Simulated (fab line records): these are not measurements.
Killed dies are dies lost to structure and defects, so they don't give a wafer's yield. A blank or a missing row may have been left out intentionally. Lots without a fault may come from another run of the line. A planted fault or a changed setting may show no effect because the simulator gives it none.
Which tool is to blame? | flow nand harc | Sampling: 24 lots, 72 wafers, 6 of 1302 route steps

## WHAT THE GAUGES READ, wafer by wafer
NHARC_A_CONTACT_OVL_MEAS_70. Usual: overlay x nm 0.1 nm, standard deviation 0.97; overlay y nm 0.0 nm, standard deviation 0.96.
lot  | measured     | on         | overlay x nm (nm) | overlay y nm (nm) | flag
L074 | day 21 17:51 | overlay-01 | -1.1 -1.2 -1.4    | -1.2 -1.2 -0.9    |
L075 | day 22 20:31 | overlay-01 | 1.4 1.7 1.0       | 0.3 0.6 0.5       |
L078 | day 23 08:53 | overlay-02 | 0.3 0.3 -0.3      | -1.6 -1.4 -0.8    |
L076 | day 23 08:55 | overlay-01 | 0.4 0.6 1.0       | 1.3 1.6 1.1       |
L077 | day 23 16:53 | overlay-02 | -0.3 -0.2 0.2     | 1.3 1.4 0.9       |
L079 | day 24 01:55 | overlay-02 | -0.9 -0.5 -0.3    | 0.0 0.5 0.8       |
L080 | day 24 20:19 | overlay-02 | -0.6 -0.8 -1.0    | 0.1 -0.4 -0.1     |
L082 | day 25 00:37 | overlay-02 | -0.8 -0.7 -0.7    | -0.3 -0.5 -0.4    |
L081 | day 25 03:51 | overlay-02 | 1.2 0.7 1.3       | -0.2 -0.1 0.2     |
L084 | day 25 17:45 | overlay-02 | -0.5 -0.9 -0.7    | 0.2 -0.1 0.5      |
L083 | day 25 22:16 | overlay-01 | 2.6 2.5 1.6       | -2.0 -2.3 -2.2    |
L086 | day 26 14:05 | overlay-01 | -1.3 -1.3 -1.7    | -0.4 -0.4 -0.2    |
L087 | day 26 23:19 | overlay-01 | -0.9 -0.3 -0.2    | 0.8 0.4 1.0       |
L085 | day 26 23:41 | overlay-01 | -0.6 -0.4 -0.3    | -0.1 -0.1 -0.5    |
L088 | day 27 07:39 | overlay-02 | 0.7 0.8 0.0       | -0.2 0.4 0.8      |
L089 | day 27 13:50 | overlay-01 | 1.4 1.2 1.8       | -2.0 -1.2 -1.3    |
L090 | day 28 03:13 | overlay-02 | -1.2 -1.1 -1.0    | 2.0 1.6 1.3       |
L091 | day 28 21:28 | overlay-01 | 0.4 0.1 0.6       | 0.4 0.0 -0.1      |
L092 | day 29 09:47 | overlay-02 | -0.7 -0.8 -0.6    | 0.4 0.3 -0.2      |
L093 | day 30 06:16 | overlay-01 | 1.0 0.8 0.4       | 0.0 0.0 0.4       |
L095 | day 30 13:36 | overlay-02 | 0.2 0.7 1.0       | -0.4 0.4 -0.4     |
L094 | day 30 13:04 | overlay-02 | -0.2 -0.5 -0.6    | 1.2 1.1 0.8       |
L096 | day 30 18:40 | overlay-02 | 0.3 0.6 0.3       | 0.2 0.4 0.0       |
L097 | day 31 00:57 | overlay-01 | -0.8 -0.1 -0.7    | 0.4 0.4 0.2       |

## TOOL THAT RAN EACH LOT (tool first, then ch and the chambers of the sampled wafers, then the start)
lot  | NHARC_A_CONTACT_ETCH_48            | NHARC_A_CONTACT_ETCH_50                       | NHARC_A_CONTACT_ETCH_111             | NHARC_A_CONTACT_ETCH_112             | NHARC_A_CONTACT_STRIP_55
L074 | rie diel-05 ch 0,1,2, day 21 05:28 | rie diel-05 ch 0,2,3, day 21 07:14 or earlier | har cap etch-02 ch 0,1, day 21 07:14 | har cap etch-02 ch 0,1, day 21 07:25 | rie diel-03 ch 0,2,3, day 21 17:51 or earlier
L075 | rie diel-05 ch 1,2,3, day 22 10:32 | rie diel-05 ch 1,2,3, day 22 12:16 or earlier | har cap etch-01 ch 0,1, day 22 12:16 | har cap etch-01 ch 0,1, day 22 12:28 | rie diel-05 ch 1,2, day 22 20:31 or earlier
L078 | rie diel-05 ch 1,2,3, day 22 19:49 | rie diel-05 ch 0,1, day 22 21:34 or earlier   | har cap etch-02 ch 0,1, day 22 21:34 | har cap etch-02 ch 0,1, day 22 21:46 | rie diel-10 ch 0,1,3, day 23 08:53 or earlier
L076 | rie diel-03 ch 1,2,3, day 22 20:04 | rie diel-03 ch 1,2,3, day 22 21:47 or earlier | har cap etch-03 ch 0,1, day 22 21:47 | har cap etch-03 ch 0,1, day 22 21:59 | rie diel-03 ch 0,1,2, day 23 08:55 or earlier
L077 | rie diel-05 ch 0,3, day 23 05:10   | rie diel-05 ch 0,1,2, day 23 06:58 or earlier | har cap etch-02 ch 0,1, day 23 06:58 | har cap etch-02 ch 0,1, day 23 07:10 | rie diel-05 ch 0,1,3, day 23 16:53 or earlier
L079 | rie diel-05 ch 0,3, day 23 15:46   | rie diel-05 ch 2,3, day 23 17:31 or earlier   | har cap etch-02 ch 0,1, day 23 17:31 | har cap etch-02 ch 0,1, day 23 17:43 | rie diel-05 ch 0,1,3, day 24 01:55 or earlier
L080 | rie diel-05 ch 2,3, day 24 09:23   | rie diel-05 ch 0,1, day 24 11:07 or earlier   | har cap etch-02 ch 0,1, day 24 11:07 | har cap etch-02 ch 0,1, day 24 11:19 | rie diel-10 ch 1,2,3, day 24 20:19 or earlier
L082 | rie diel-05 ch 1,2,3, day 24 14:39 | rie diel-05 ch 0,1,3, day 24 16:23 or earlier | har cap etch-01 ch 0,1, day 24 16:23 | har cap etch-01 ch 0,1, day 24 16:35 | rie diel-05 ch 0,1,2, day 25 00:37 or earlier
L081 | rie diel-10 ch 1,2,3, day 24 15:30 | rie diel-10 ch 0,1,3, day 24 17:14 or earlier | har cap etch-03 ch 1, day 24 17:14   | har cap etch-03 ch 1, day 24 17:26   | rie diel-10 ch 1,3, day 25 03:51 or earlier
L084 | rie diel-05 ch 0,3, day 25 07:14   | rie diel-05 ch 0,2,3, day 25 09:23 or earlier | har cap etch-02 ch 0,1, day 25 09:23 | har cap etch-02 ch 0,1, day 25 09:35 | rie diel-05 ch 0,2,3, day 25 17:45 or earlier
L083 | rie diel-03 ch 0,2,3, day 25 12:11 | rie diel-03 ch 0,3, day 25 13:56 or earlier   | har cap etch-01 ch 0,1, day 25 13:56 | har cap etch-01 ch 0,1, day 25 14:08 | rie diel-05 ch 2,3, day 25 22:16 or earlier
L086 | rie diel-05 ch 2,3, day 26 03:49   | rie diel-05 ch 0,3, day 26 05:33 or earlier   | har cap etch-03 ch 0,1, day 26 05:33 | har cap etch-03 ch 0,1, day 26 05:45 | rie diel-10 ch 0,2,3, day 26 14:05 or earlier
L087 | rie diel-10 ch 0,1,2, day 26 10:17 | rie diel-10 ch 0,2,3, day 26 12:28 or earlier | har cap etch-02 ch 0, day 26 12:28   | har cap etch-02 ch 0, day 26 12:40   | rie diel-10 ch 0,2, day 26 23:19 or earlier
L085 | rie diel-03 ch 0,2,3, day 26 10:49 | rie diel-03 ch 2,3, day 26 12:43 or earlier   | har cap etch-03 ch 0,1, day 26 12:43 | har cap etch-03 ch 0,1, day 26 12:55 | rie diel-05 ch 1,2, day 26 23:41 or earlier
L088 | rie diel-03 ch 2,3, day 26 16:39   | rie diel-03 ch 2,3, day 26 18:46 or earlier   | har cap etch-02 ch 0,1, day 26 18:46 | har cap etch-02 ch 0,1, day 26 18:58 | rie diel-03 ch 2,3, day 27 07:39 or earlier
L089 | rie diel-10 ch 0,1,3, day 27 02:46 | rie diel-10 ch 0,2,3, day 27 04:29 or earlier | har cap etch-03 ch 0,1, day 27 04:29 | har cap etch-03 ch 0,1, day 27 04:41 | rie diel-03 ch 1,2,3, day 27 13:50 or earlier
L090 | rie diel-05 ch 0,1,2, day 27 17:22 | rie diel-05 ch 0,1,3, day 27 19:10 or earlier | har cap etch-03 ch 0,1, day 27 19:10 | har cap etch-03 ch 0,1, day 27 19:22 | rie diel-05 ch 0,1,3, day 28 03:13 or earlier
L091 | rie diel-05 ch 0,1,2, day 28 09:43 | rie diel-05 ch 0,1, day 28 11:26 or earlier   | har cap etch-03 ch 0,1, day 28 11:26 | har cap etch-03 ch 0,1, day 28 11:38 | rie diel-10 ch 0,2,3, day 28 21:28 or earlier
L092 | rie diel-05 ch 0,2, day 28 23:07   | rie diel-05 ch 1,2,3, day 29 00:50 or earlier | har cap etch-03 ch 0,1, day 29 00:50 | har cap etch-03 ch 0,1, day 29 01:02 | rie diel-05 ch 0,2,3, day 29 09:47 or earlier
L093 | rie diel-05 ch 0,1,2, day 29 20:09 | rie diel-05 ch 0,1,3, day 29 22:02 or earlier | har cap etch-01 ch 0,1, day 29 22:02 | har cap etch-01 ch 0,1, day 29 22:14 | rie diel-03 ch 1,2,3, day 30 06:16 or earlier
L095 | rie diel-05 ch 1,2, day 30 01:55   | rie diel-05 ch 1,2,3, day 30 03:45 or earlier | har cap etch-02 ch 0,1, day 30 03:45 | har cap etch-02 ch 0,1, day 30 04:00 | rie diel-05 ch 1,3, day 30 13:36 or earlier
L094 | rie diel-10 ch 2,3, day 30 02:13   | rie diel-10 ch 2,3, day 30 03:59 or earlier   | har cap etch-03 ch 0,1, day 30 03:59 | har cap etch-03 ch 0,1, day 30 04:11 | rie diel-10 ch 0,3, day 30 13:04 or earlier
L096 | rie diel-05 ch 0,1,3, day 30 06:05 | rie diel-05 ch 0,1, day 30 07:48 or earlier   | har cap etch-01 ch 0,1, day 30 07:48 | har cap etch-01 ch 0,1, day 30 08:00 | rie diel-10 ch 0,2,3, day 30 18:40 or earlier
L097 | rie diel-05 ch 0,2, day 30 14:41   | rie diel-05 ch 1,2,3, day 30 16:27 or earlier | har cap etch-01 ch 0,1, day 30 16:27 | har cap etch-01 ch 0,1, day 30 16:39 | rie diel-05 ch 1,3, day 31 00:57 or earlier
- NHARC_A_CONTACT_ETCH_48: etches the open film in CF4, target depth 39 nm, time 65 s.
- NHARC_A_CONTACT_ETCH_50: etches the open film in CF4/CHF3, target depth 121 nm, time 60.5 s.
- NHARC_A_CONTACT_ETCH_111: etches the open film in C4F8/O2/Ar, time 140 s, target depth 700 nm.
- NHARC_A_CONTACT_ETCH_112: etches the open film in C4F8/O2/Ar, time 190 s, target depth 1850 nm.
- NHARC_A_CONTACT_STRIP_55: strips in O2.

## WHAT THE TOOLS THEMSELVES READ (means of the sampled wafers that have a number; where no wafer has one, the mark that the record gives instead)
NHARC_A_CONTACT_ETCH_48. Usual: drypump motor current A 5.5 A, standard deviation 0.44; oes product au 1.002 a.u., standard deviation 0.0098; rf vpp V 151.2 V, standard deviation 1.1; showerhead plenum p Torr 1.76 Torr, standard deviation 0.062; throttle valve pct 13.283 %, standard deviation 0.008.
lot  | tool        | drypump motor current A (A) | oes product au (a.u.) | rf vpp V (V) | showerhead plenum p Torr (Torr) | throttle valve pct (%) | flag
L074 | rie diel-05 | 5.6                         | 1.013                 | 151.7        | 1.78                            | 13.279                 |
L075 | rie diel-05 | 5.4                         | 1.002                 | 150.6        | 1.77                            | 13.276                 |
L078 | rie diel-05 | 5.4                         | 1.011                 | 151.7        | 1.77                            | 13.288                 |
L076 | rie diel-03 | 5.6                         | 1.008                 | 151.5        | 1.80                            | 13.281                 |
L077 | rie diel-05 | 5.1                         | 1.010                 | 150.3        | 1.72                            | 13.280                 |
L079 | rie diel-05 | 5.1                         | 1.011                 | 151.8        | 1.72                            | 13.291                 |
L080 | rie diel-05 | 5.2                         | 1.010                 | 150.7        | 1.73                            | 13.285                 |
L082 | rie diel-05 | 5.4                         | 1.017                 | 151.5        | 1.77                            | 13.283                 |
L081 | rie diel-10 | 5.7                         | 0.994                 | 151.7        | 1.78                            | 13.287                 |
L084 | rie diel-05 | 5.1                         | 1.011                 | 150.7        | 1.72                            | 13.288                 |
L083 | rie diel-03 | 5.6                         | 0.996                 | 150.5        | 1.73                            | 13.290                 |
L086 | rie diel-05 | 5.5                         | 1.008                 | 150.8        | 1.74                            | 13.277                 |
L087 | rie diel-10 | 6.0                         | 1.001                 | 151.0        | 1.77                            | 13.283                 |
L085 | rie diel-03 | 5.6                         | 1.008                 | 151.0        | 1.73                            | 13.281                 |
L088 | rie diel-03 | 5.3                         | 1.008                 | 151.3        | 1.72                            | 13.289                 |
L089 | rie diel-10 | 5.6                         | 0.992                 | 150.5        | 1.73                            | 13.281                 |
L090 | rie diel-05 | 5.6                         | 0.990                 | 151.1        | 1.78                            | 13.282                 |
L091 | rie diel-05 | 5.6                         | 0.998                 | 150.4        | 1.78                            | 13.280                 |
L092 | rie diel-05 | 5.6                         | 0.992                 | 150.5        | 1.74                            | 13.282                 |
L093 | rie diel-05 | 5.6                         | 0.990                 | 151.1        | 1.77                            | 13.291                 |
L095 | rie diel-05 | 5.7                         | 0.993                 | 151.2        | 1.79                            | 13.284                 |
L094 | rie diel-10 | 5.6                         | 0.993                 | 151.9        | 1.83                            | 13.274                 |
L096 | rie diel-05 | 5.3                         | 1.005                 | 150.8        | 1.75                            | 13.284                 |
L097 | rie diel-05 | 5.6                         | 0.998                 | 151.6        | 1.73                            | 13.281                 |

NHARC_A_CONTACT_ETCH_50. Usual: chf3 flow sccm 30.00 sccm, standard deviation 0.092; drypump motor current A 5.5 A, standard deviation 0.44; oes product au 0.955 a.u., standard deviation 0.023; rf vpp V 370.3 V, standard deviation 2; showerhead plenum p Torr 1.57 Torr, standard deviation 0.056; throttle valve pct 16.800 %, standard deviation 0.0091.
lot  | tool        | chf3 flow sccm (sccm) | drypump motor current A (A) | oes product au (a.u.) | rf vpp V (V) | showerhead plenum p Torr (Torr) | throttle valve pct (%) | flag
L074 | rie diel-05 | 30.03                 | 5.4                         | 0.978                 | 368.9        | 1.54                            | 16.807                 |
L075 | rie diel-05 | 29.93                 | 5.4                         | 0.946                 | 370.2        | 1.58                            | 16.797                 |
L078 | rie diel-05 | 30.03                 | 5.5                         | 0.975                 | 370.5        | 1.58                            | 16.792                 |
L076 | rie diel-03 | 30.00                 | 5.6                         | 0.932                 | 371.5        | 1.61                            | 16.801                 |
L077 | rie diel-05 | 30.02                 | 5.6                         | 0.983                 | 371.3        | 1.59                            | 16.802                 |
L079 | rie diel-05 | 29.99                 | 5.2                         | 0.980                 | 369.3        | 1.54                            | 16.798                 |
L080 | rie diel-05 | 29.87                 | 5.5                         | 0.937                 | 371.5        | 1.61                            | 16.798                 |
L082 | rie diel-05 | 29.95                 | 5.3                         | 0.977                 | 370.7        | 1.57                            | 16.801                 |
L081 | rie diel-10 | 30.13                 | 5.5                         | 0.923                 | 369.3        | 1.54                            | 16.801                 |
L084 | rie diel-05 | 30.03                 | 5.4                         | 0.976                 | 369.3        | 1.54                            | 16.799                 |
L083 | rie diel-03 | 29.98                 | 5.7                         | 0.932                 | 367.8        | 1.49                            | 16.798                 |
L086 | rie diel-05 | 30.11                 | 5.3                         | 0.981                 | 369.4        | 1.53                            | 16.800                 |
L087 | rie diel-10 | 30.01                 | 5.4                         | 0.957                 | 371.1        | 1.60                            | 16.799                 |
L085 | rie diel-03 | 29.98                 | 5.3                         | 0.935                 | 369.7        | 1.53                            | 16.799                 |
L088 | rie diel-03 | 29.93                 | 5.2                         | 0.925                 | 370.6        | 1.58                            | 16.804                 |
L089 | rie diel-10 | 29.96                 | 5.4                         | 0.970                 | 371.7        | 1.60                            | 16.797                 |
L090 | rie diel-05 | 30.01                 | 5.3                         | 0.957                 | 369.5        | 1.56                            | 16.804                 |
L091 | rie diel-05 | 29.92                 | 5.5                         | 0.978                 | 371.9        | 1.60                            | 16.799                 |
L092 | rie diel-05 | 30.02                 | 5.4                         | 0.971                 | 370.6        | 1.57                            | 16.805                 |
L093 | rie diel-05 | 30.03                 | 5.3                         | 0.941                 | 370.1        | 1.56                            | 16.802                 |
L095 | rie diel-05 | 30.03                 | 5.4                         | 0.971                 | 369.9        | 1.57                            | 16.795                 |
L094 | rie diel-10 | 30.01                 | 5.1                         | 0.920                 | 371.9        | 1.60                            | 16.790                 |
L096 | rie diel-05 | 30.04                 | 5.5                         | 0.967                 | 370.5        | 1.57                            | 16.797                 |
L097 | rie diel-05 | 30.00                 | 5.4                         | 0.964                 | 370.1        | 1.57                            | 16.801                 |

NHARC_A_CONTACT_STRIP_55. Usual: drypump motor current A 5.6 A, standard deviation 0.52; oes product au 1.001 a.u., standard deviation 0.008; rf vpp V 57.8 V, standard deviation 0.87; showerhead plenum p Torr 3.52 Torr, standard deviation 0.14; throttle valve pct 17.035 %, standard deviation 0.0085.
lot  | tool        | drypump motor current A (A) | oes product au (a.u.) | rf vpp V (V) | showerhead plenum p Torr (Torr) | throttle valve pct (%) | flag
L074 | rie diel-03 | 5.6                         | 1.004                 | 58.3         | 3.47                            | 17.031                 |
L075 | rie diel-05 | 5.7                         | 1.007                 | 58.1         | 3.58                            | 17.034                 |
L078 | rie diel-10 | 5.5                         | 1.008                 | 58.2         | 3.47                            | 17.036                 |
L076 | rie diel-03 | 5.9                         | 0.999                 | 58.4         | 3.61                            | 17.039                 |
L077 | rie diel-05 | 5.3                         | 1.013                 | 57.6         | 3.52                            | 17.037                 |
L079 | rie diel-05 | 5.3                         | 1.010                 | 58.2         | 3.52                            | 17.033                 |
L080 | rie diel-10 | 5.7                         | 0.999                 | 57.4         | 3.54                            | 17.038                 |
L082 | rie diel-05 | 5.6                         | 1.005                 | 58.2         | 3.55                            | 17.031                 |
L081 | rie diel-10 | 5.9                         | 0.994                 | 58.0         | 3.41                            | 17.037                 |
L084 | rie diel-05 | 5.4                         | 1.001                 | 58.1         | 3.45                            | 17.033                 |
L083 | rie diel-05 | 5.5                         | 1.004                 | 57.5         | 3.47                            | 17.023                 |
L086 | rie diel-10 | 5.5                         | 0.994                 | 58.0         | 3.59                            | 17.036                 |
L087 | rie diel-10 | 5.9                         | 1.000                 | 58.8         | 3.66                            | 17.029                 |
L085 | rie diel-05 | 5.6                         | 1.000                 | 57.9         | 3.62                            | 17.033                 |
L088 | rie diel-03 | 5.2                         | 1.001                 | 58.9         | 3.52                            | 17.036                 |
L089 | rie diel-03 | 5.6                         | 1.008                 | 58.1         | 3.58                            | 17.040                 |
L090 | rie diel-05 | 5.3                         | 0.992                 | 57.0         | 3.51                            | 17.034                 |
L091 | rie diel-10 | 5.5                         | 1.003                 | 57.9         | 3.58                            | 17.031                 |
L092 | rie diel-05 | 5.4                         | 0.999                 | 57.4         | 3.44                            | 17.039                 |
L093 | rie diel-03 | 5.6                         | 1.000                 | 57.1         | 3.57                            | 17.032                 |
L095 | rie diel-05 | 5.3                         | 0.992                 | 58.5         | 3.58                            | 17.027                 |
L094 | rie diel-10 | 5.2                         | 0.996                 | 57.7         | 3.50                            | 17.034                 |
L096 | rie diel-10 | 5.4                         | 1.003                 | 57.9         | 3.58                            | 17.038                 |
L097 | rie diel-05 | 5.1                         | 1.005                 | 57.6         | 3.48                            | 17.048                 |

## THE ANSWER, worked out from the rows above alone
Rule: a lot counts as off when the mean over its wafers that have a number is more than 3 standard deviations away from the usual mean. Also off: a lot with no number at a reading for which 4 or more lots have one. Any other lot the step has rows for is counted as sound. Order of review: gauges by route order, followed by the tools' own readings, for which a lot's mean as printed above is used. The first step at which some lot is off is used, and at that step the reading that is off furthest; a lot without a number counts as furthest.
No lot is off on any of the readings shown, so nothing can be concluded from this.

## WHAT HAD BEEN PUT IN BY THE SIMULATOR
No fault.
